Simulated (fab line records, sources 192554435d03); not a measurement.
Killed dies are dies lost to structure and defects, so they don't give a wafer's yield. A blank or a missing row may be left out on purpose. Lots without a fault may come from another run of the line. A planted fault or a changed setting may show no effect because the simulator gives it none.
fab line records | flow n5_finfet | part 1 of 2: steps 1 to 3 of 6
record lots=22 wafers=66 last_day=18
route steps=1938 shown SDB@358 HKMG_FIN@438 GATE_CUT@474
lots that met no fault: from a run of the same line without faults
start_h: hours from the record's first day to the start of the lot's first wafer shown | wait_h: hours since the lot's step before | " the same as in the row above | L1.1+2: a row that stands for several wafers | - no value, or no start given | * or withheld: withheld | < > ~ a bound
route shown NAME@n: a module of which the file shows steps, and the number in the route of the first | usual: mean/standard deviation of fault-free wafers | same: alike in all rows | chamber/n: place in a boat | sites: the reading at each site | _std_site: their standard deviation | _edge_site: outer sites' mean less inner sites' | radius_mm: how far each site lies from the wafer's centre | mask NAME#n: copy n | behind: the tool/chamber that last shaped the wafer | hold: why the lot was held/for how many hours/how that ended | device: the transistor (n, p or np) that didn't switch | end of line: the same wafers' tests at the end of the route | a step without rows: its recipe alone | killed: dies lost to structure and defects at the first sort, not the wafer's yield | map: a wafer's dies, x killed, . not, _ none there
set.NAME: the setting as run; set.NAME@STEP: as run at that earlier step | model.NAME: the simulator's own value behind a step, which no gauge read
steps of the route over a sample of lots; a table a step, a row a wafer
services: from which hour (start_h, from the record's first day; less than 0 if before it) a tool's chamber was out of use, for how many hours, and why
## steps
# step N5_SDB_INSPECT_13
# recipe mode=adi inspect_instrument=brightfield
# usual raw_defect_count=74/29
# columns lot.wafer tool chamber start_h wait_h raw_defect_count
L074.2 defect_inspect-01 - 66.17 0.0 114
L074.3 " - " " 123
L074.4 " - " " 130
L075.2 defect_inspect-02 - 71.97 0.0 72
L075.4 " - " " 119
L075.5 " - " " 67
L076.1 defect_inspect-01 - 79.18 0.0 43
L076.3 " - " " 59
L076.4 " - " " 90
L077.1 defect_inspect-02 - 84.20 0.0 66
L077.4 " - " " 84
L077.6 " - " " 76
L079.1 defect_inspect-02 - 95.87 0.0 88
L079.3 " - " " 61
L079.5 " - " " 85
L080.1 defect_inspect-01 - 101.88 0.0 41
L080.2 " - " " 78
L080.4 " - " " 65
L081.1 defect_inspect-01 - 112.17 0.0 74
L081.2 " - " " 56
L081.3 " - " " 53
L082.1 defect_inspect-01 - 118.29 0.0 115
L082.2 " - " " 77
L082.6 " - " " 50
L083.1 defect_inspect-02 - 124.95 0.0 41
L083.2 " - " " 48
L083.4 " - " " 166
L084.1 defect_inspect-02 - 126.48 0.0 122
L084.3 " - " " 111
L084.6 " - " " 68
L085.2 defect_inspect-02 - 135.27 0.0 58
L085.3 " - " " 40
L085.6 " - " " 77
L086.2 defect_inspect-02 - 143.76 0.0 89
L086.3 " - " " 33
L086.4 " - " " 59
L087.2 defect_inspect-02 - 146.59 0.0 58
L087.4 " - " " 58
L087.6 " - " " 44
L088.1 defect_inspect-01 - 150.24 0.0 49
L088.2 " - " " 37
L088.5 " - " " 33
L089.1 defect_inspect-02 - 157.58 0.0 86
L089.5 " - " " 44
L089.6 " - " " 50
L090.1 defect_inspect-02 - 161.26 0.0 81
L090.3 " - " " 72
L090.5 " - " " 35
L091.2 defect_inspect-02 - 169.56 0.0 56
L091.3 " - " " 83
L091.4 " - " " 114
L092.1 defect_inspect-02 - 173.56 0.0 61
L092.2 " - " " 100
L092.5 " - " " 143
L093.2 defect_inspect-02 - 180.28 0.0 85
L093.4 " - " " 56
L093.6 " - " " 68
L094.2 defect_inspect-01 - 188.00 0.0 62
L094.5 " - " " 60
L094.6 " - " " 63
L096.1 defect_inspect-02 - 198.84 0.0 60
L096.2 " - " " 48
L096.3 " - " " 105
L097.1 defect_inspect-02 - 203.45 0.0 83
L097.4 " - " " 69
L097.5 " - " " 110
# step N5_SDB_STRIP_21
# recipe chemistry=CF4 resist=SiARC power_w=300 bias_power_w=75 pressure_mtorr=50 cf4_flow_sccm=150 rf_frequency_hz=6e+07
# usual chamber_pressure_mTorr=50.00/0.043 drypump_motor_current_A=5.6/0.46 oes_product_au=0.76/0.061 power_w=299.9/0.8 rf_vpp_V=271.7/1.4 showerhead_plenum_p_Torr=1.82/0.049 throttle_valve_pct=13.52/0.15
# columns lot.wafer tool chamber start_h wait_h chamber_pressure_mTorr drypump_motor_current_A oes_product_au power_w rf_hours_counter_h rf_vpp_V showerhead_plenum_p_Torr throttle_valve_pct
L074.2 rie_diel-01 0 66.43 0.0 49.96 5.8 0.77 301.1 121 272.0 1.80 13.39
L074.3 " 3 " " 50.01 6.2 0.93 300.4 3 274.6 1.91 13.30
L074.4 " 1 " " 50.01 5.0 0.72 300.2 194 272.7 1.85 13.53
L075.2 rie_diel-04 3 72.40 0.0 50.00 5.9 0.74 298.4 170 272.0 1.85 13.52
L075.4 " 2 " " 49.96 6.1 0.72 299.7 201 269.2 1.78 13.51
L075.5 " 1 " " 50.02 6.0 0.91 298.3 - 271.5 1.81 13.42
L076.1 rie_diel-04 3 79.42 0.0 50.00 5.9 0.74 298.7 172 273.4 1.85 13.54
L076.3 " 0 " " 50.03 6.0 0.77 299.9 134 271.0 1.80 13.78
L076.4 " 1 " " 49.98 6.0 0.90 301.7 9 272.3 1.81 13.44
L077.1 rie_diel-01 2 84.51 0.0 50.05 4.8 0.73 300.2 145 270.4 1.73 13.61
L077.4 " 1 " " 49.98 5.1 0.71 298.7 202 271.3 1.84 13.54
L077.6 " 0 " " 49.96 5.8 0.77 300.5 - 271.9 1.80 13.41
L079.1 rie_diel-01 3 96.22 0.0 49.96 6.1 0.89 300.3 13 274.1 1.91 13.33
L079.3 " 2 " " 49.98 4.8 0.73 300.7 149 268.2 1.73 13.63
L079.5 " 0 " " 49.99 5.8 0.77 300.6 - 271.4 1.79 13.40
L080.1 rie_diel-01 2 102.13 0.0 50.01 4.8 0.73 300.9 151 269.0 1.72 13.63
L080.2 " 1 " " 49.99 5.1 0.71 300.3 208 271.9 1.84 13.56
L080.4 " 3 " " 50.02 6.2 0.88 299.5 15 273.6 1.91 13.33
L081.1 rie_diel-01 2 112.83 0.0 49.93 4.8 0.73 299.8 155 271.2 1.72 13.64
L081.2 " 3 " " 49.99 6.1 0.88 298.5 18 273.4 1.91 13.34
L081.3 " 1 " " 49.96 5.1 0.71 299.2 212 269.9 1.84 13.57
L082.1 rie_diel-03 1 118.53 0.0 50.03 5.4 0.77 300.4 120 272.8 1.81 13.37
L082.2 " 3 " " 49.92 5.9 0.68 299.7 229 272.4 1.86 13.73
L082.6 " 2 " " 49.98 5.2 0.78 298.9 - 271.3 1.80 13.47
L083.1 rie_diel-03 3 125.19 0.0 49.99 5.9 0.68 299.6 232 272.4 1.85 13.74
L083.2 " 1 " " 50.07 5.4 0.77 301.2 121 271.2 1.81 13.37
L083.4 " 2 " " 49.97 5.2 0.77 300.2 148 271.4 1.80 13.47
L084.1 rie_diel-03 0 126.72 0.0 50.05 5.3 0.80 300.5 87 271.0 1.87 13.28
L084.3 " 3 " " 50.08 5.9 0.68 299.4 232 271.2 1.85 13.72
L084.6 " 0 " " 49.89 5.3 0.81 299.8 - 272.7 1.87 13.28
L085.2 rie_diel-03 0 135.52 0.0 50.00 5.3 0.81 300.1 90 273.2 1.87 13.29
L085.3 " 1 " " 49.98 5.4 0.78 299.7 125 272.2 1.80 13.37
L085.6 " 2 " " 49.98 5.2 0.77 300.8 - 271.0 1.80 13.46
L086.2 rie_diel-04 1 144.01 0.0 50.07 6.0 0.85 299.2 31 271.1 1.81 13.49
L086.3 " 0 " " 50.02 6.1 0.75 300.5 158 273.0 1.79 13.83
L086.4 " 2 " " 50.03 6.0 0.70 299.9 228 270.5 1.77 13.59
L087.2 rie_diel-04 3 146.84 0.0 50.04 5.9 0.72 300.6 195 272.3 1.84 13.59
L087.4 " 2 " " 50.03 6.1 0.70 299.0 228 270.6 1.77 13.57
L087.6 " 2 " " 50.03 6.1 0.70 298.4 - 270.2 1.77 13.56
L088.1 rie_diel-04 3 150.48 0.0 49.99 5.9 0.72 300.0 196 271.8 1.84 13.59
L088.2 " 1 " " 50.02 6.0 0.84 299.8 33 273.0 1.80 13.49
L088.5 " 2 " " 50.03 6.1 0.69 299.3 - 269.2 1.77 13.58
L089.1 rie_diel-01 0 157.82 0.0 50.00 5.8 0.76 301.3 152 271.6 1.79 13.48
L089.5 " 1 " " 50.02 5.0 0.70 299.5 - 271.4 1.84 13.62
L089.6 " 0 " " 49.94 5.8 0.75 299.1 - 270.7 1.79 13.46
L090.1 rie_diel-04 3 161.50 0.0 50.03 5.9 0.72 300.0 201 271.6 1.84 13.61
L090.3 " 1 " " 49.91 6.0 0.85 299.5 38 272.8 1.80 13.50
L090.5 " 3 " " 50.01 5.9 0.72 301.0 - 270.8 1.84 13.62
L091.2 rie_diel-04 2 169.80 0.0 50.00 6.1 0.69 301.6 238 270.7 1.77 13.60
L091.3 " 0 " " 49.96 6.1 0.75 299.2 168 270.5 1.79 13.83
L091.4 " 1 " " 50.06 6.0 0.84 300.3 39 274.3 1.80 13.50
L092.1 rie_diel-01 3 173.81 0.0 49.98 6.2 0.84 300.2 41 273.0 1.90 13.39
L092.2 " 0 " " 49.92 5.8 0.74 300.6 158 270.9 1.79 13.47
L092.5 " 0 " " 50.02 5.8 0.74 301.6 - 272.7 1.79 13.48
L093.2 rie_diel-01 0 181.22 0.0 50.02 5.8 0.75 299.2 161 270.4 1.79 13.47
L093.4 " 2 " " 49.94 4.8 0.71 300.7 179 269.1 1.72 13.68
L093.6 " 0 " " 50.01 5.8 0.74 299.3 - 271.2 1.79 13.48
L094.2 rie_diel-03 0 188.24 0.0 49.94 5.3 0.78 300.0 107 273.3 1.87 13.32
L094.5 " 0 " " 49.96 5.3 0.79 300.3 - 274.0 1.87 13.33
L094.6 " 1 " " 49.91 5.4 0.76 298.4 - 270.6 1.80 13.41
L096.1 rie_diel-01 2 199.11 0.0 49.96 4.8 0.71 300.1 185 269.0 1.72 13.71
L096.2 " 0 " " 49.96 5.9 0.74 301.5 167 270.9 1.78 13.51
L096.3 " 1 " " 49.99 5.0 0.69 299.2 246 272.3 1.83 13.64
L097.1 rie_diel-03 0 203.69 0.0 50.03 5.3 0.79 300.3 113 273.3 1.87 13.33
L097.4 " 2 " " 49.94 5.2 0.75 298.9 - 270.7 1.79 13.52
L097.5 " 1 " " 49.95 5.4 0.75 300.3 - 272.3 1.80 13.43
# step N5_HKMG_FIN_ETCH_35
# recipe chemistry=N2/H2 target=SOC target_depth_a=2158 ion_energy_ev=65 bias_w=5 source_w=3000 time_s=243.4 pressure_mtorr=30 n2_flow_sccm=200 h2_flow_sccm=200
# usual chamber_pressure_mTorr=30.000/0.027 drypump_motor_current_A=5.7/0.44 oes_product_au=0.76/0.057 rf_vpp_V=141.8/1 showerhead_plenum_p_Torr=2.58/0.068 throttle_valve_pct=17.76/0.19
# columns lot.wafer tool chamber start_h wait_h chamber_pressure_mTorr drypump_motor_current_A oes_product_au rf_hours_counter_h rf_vpp_V showerhead_plenum_p_Torr throttle_valve_pct
L074.2 rie_diel-03 0 76.05 0.0 29.977 5.3 0.84 69 143.8 2.68 17.43
L074.3 " 3 " " 30.007 6.0 0.69 214 141.9 2.63 17.86
L074.4 " 1 " " 29.958 5.4 0.78 106 141.0 2.57 17.62
L075.2 rie_diel-03 0 81.67 0.0 29.997 5.3 0.84 71 143.2 2.67 17.41
L075.4 " 1 " " 30.017 5.4 0.79 107 140.4 2.57 17.60
L075.5 " 0 " " 29.983 5.3 0.84 - 141.7 2.67 17.42
L076.1 rie_diel-03 1 89.02 0.0 29.982 5.4 0.79 109 142.7 2.57 17.63
L076.3 " 3 " " 29.993 5.9 0.69 218 142.5 2.62 17.85
L076.4 " 2 " " 29.996 5.2 0.81 136 141.8 2.53 17.55
L077.1 rie_diel-04 0 94.17 0.0 29.969 6.1 0.76 139 141.4 2.54 18.01
L077.4 " 1 " " 30.005 6.0 0.90 14 141.9 2.61 17.86
L077.6 " 0 " " 30.047 6.1 0.77 - 141.6 2.54 18.02
L079.1 rie_diel-01 1 107.46 0.0 30.016 5.1 0.72 210 140.8 2.64 17.87
L079.3 " 2 " " 30.000 4.8 0.74 153 141.0 2.45 17.99
L079.5 " 1 " " 30.020 5.1 0.73 - 141.4 2.64 17.86
L080.1 rie_diel-03 3 111.52 0.0 29.976 5.9 0.68 226 141.9 2.62 17.89
L080.2 " 2 " " 30.011 5.2 0.79 143 141.1 2.53 17.57
L080.4 " 1 " " 30.029 5.4 0.77 117 142.2 2.57 17.62
L081.1 rie_diel-04 3 122.35 0.0 29.987 5.9 0.74 186 142.8 2.62 17.73
L081.2 " 2 " " 29.982 6.0 0.71 220 141.6 2.51 17.64
L081.3 " 1 " " 30.003 6.0 0.88 25 142.4 2.60 17.89
L082.1 rie_diel-03 2 127.60 0.0 29.965 5.2 0.78 149 142.1 2.53 17.57
L082.2 " 0 " " 29.936 5.3 0.83 88 143.2 2.67 17.45
L082.6 " 2 " " 29.971 5.2 0.79 - 142.9 2.53 17.54
L083.1 rie_diel-04 3 136.20 0.0 29.999 5.9 0.72 192 141.5 2.62 17.75
L083.2 " 1 " " 30.022 6.0 0.86 29 141.2 2.60 17.88
L083.4 " 0 " " 29.988 6.1 0.76 156 140.9 2.54 18.04
L084.1 rie_diel-01 0 136.65 0.0 30.007 5.9 0.76 144 142.1 2.54 17.68
L084.3 " 3 " " 29.989 6.2 0.88 28 142.2 2.69 17.50
L084.6 " 1 " " 29.928 5.1 0.72 - 143.8 2.63 17.87
L085.2 rie_diel-01 1 145.23 0.0 30.010 5.1 0.72 225 141.6 2.63 17.86
L085.3 " 2 " " 29.958 4.8 0.73 165 140.8 2.44 17.99
L085.6 " 0 " " 29.961 5.8 0.76 - 141.6 2.54 17.68
L086.2 rie_diel-01 0 153.28 0.0 29.997 5.8 0.76 150 141.8 2.54 17.69
L086.3 " 1 " " 29.989 5.1 0.72 229 143.8 2.63 17.88
L086.4 " 2 " " 29.942 4.8 0.72 169 141.1 2.44 18.02
L087.2 rie_diel-01 3 155.91 0.0 30.021 6.2 0.86 35 143.3 2.69 17.49
L087.4 " 1 " " 29.978 5.1 0.72 230 139.9 2.63 17.90
L087.6 " 3 " " 29.963 6.2 0.87 - 141.1 2.69 17.50
L088.1 rie_diel-04 1 160.10 0.0 30.018 6.0 0.86 37 141.9 2.60 17.90
L088.2 " 0 " " 30.005 6.1 0.74 165 142.3 2.53 18.06
L088.5 " 2 " " 30.020 6.1 0.69 - 141.7 2.51 17.64
L089.1 rie_diel-04 3 166.88 0.0 30.006 5.9 0.72 203 142.5 2.61 17.77
L089.5 " 0 " " 30.003 6.1 0.75 - 141.2 2.53 18.07
L089.6 " 3 " " 30.001 5.9 0.72 - 142.8 2.61 17.77
L090.1 rie_diel-04 2 170.98 0.0 30.006 6.1 0.69 238 141.6 2.50 17.66
L090.3 " 1 " " 29.992 6.0 0.84 40 141.2 2.60 17.91
L090.5 " 2 " " 29.987 6.1 0.69 - 141.9 2.50 17.66
L091.2 rie_diel-04 2 178.52 0.0 29.969 6.1 0.69 240 140.8 2.50 17.67
L091.3 " 0 " " 30.022 6.1 0.74 171 142.0 2.53 18.07
L091.4 " 3 " " 30.029 5.9 0.72 207 142.1 2.61 17.78
L092.1 rie_diel-04 2 183.05 0.0 30.010 6.1 0.68 242 141.3 2.50 17.65
L092.2 " 3 " " 29.997 5.9 0.72 209 140.9 2.61 17.77
L092.5 " 3 " " 30.003 5.9 0.72 - 142.4 2.61 17.78
L093.2 rie_diel-03 2 190.61 0.0 30.002 5.2 0.77 172 141.0 2.52 17.61
L093.4 " 1 " " 30.046 5.4 0.76 - 140.9 2.55 17.69
L093.6 " 2 " " 29.999 5.2 0.77 - 140.5 2.52 17.60
L094.2 rie_diel-04 3 197.48 0.0 30.008 5.9 0.72 213 143.4 2.61 17.79
L094.5 " 2 " " 30.022 6.1 0.69 - 140.9 2.50 17.67
L094.6 " 3 " " 29.964 6.0 0.72 - 142.0 2.61 17.77
L096.1 rie_diel-01 3 208.30 0.0 29.997 6.2 0.84 48 143.2 2.68 17.51
L096.2 " 1 " " 29.991 5.1 0.70 250 140.6 2.62 17.93
L096.3 " 0 " " 29.973 5.8 0.74 171 140.0 2.53 17.72
L097.1 rie_diel-01 1 213.06 0.0 30.042 5.1 0.70 252 143.5 2.62 17.93
L097.4 " 3 " " 30.065 6.2 0.84 50 142.5 2.68 17.51
L097.5 " 3 " " 30.062 6.2 0.85 - 142.3 2.68 17.54
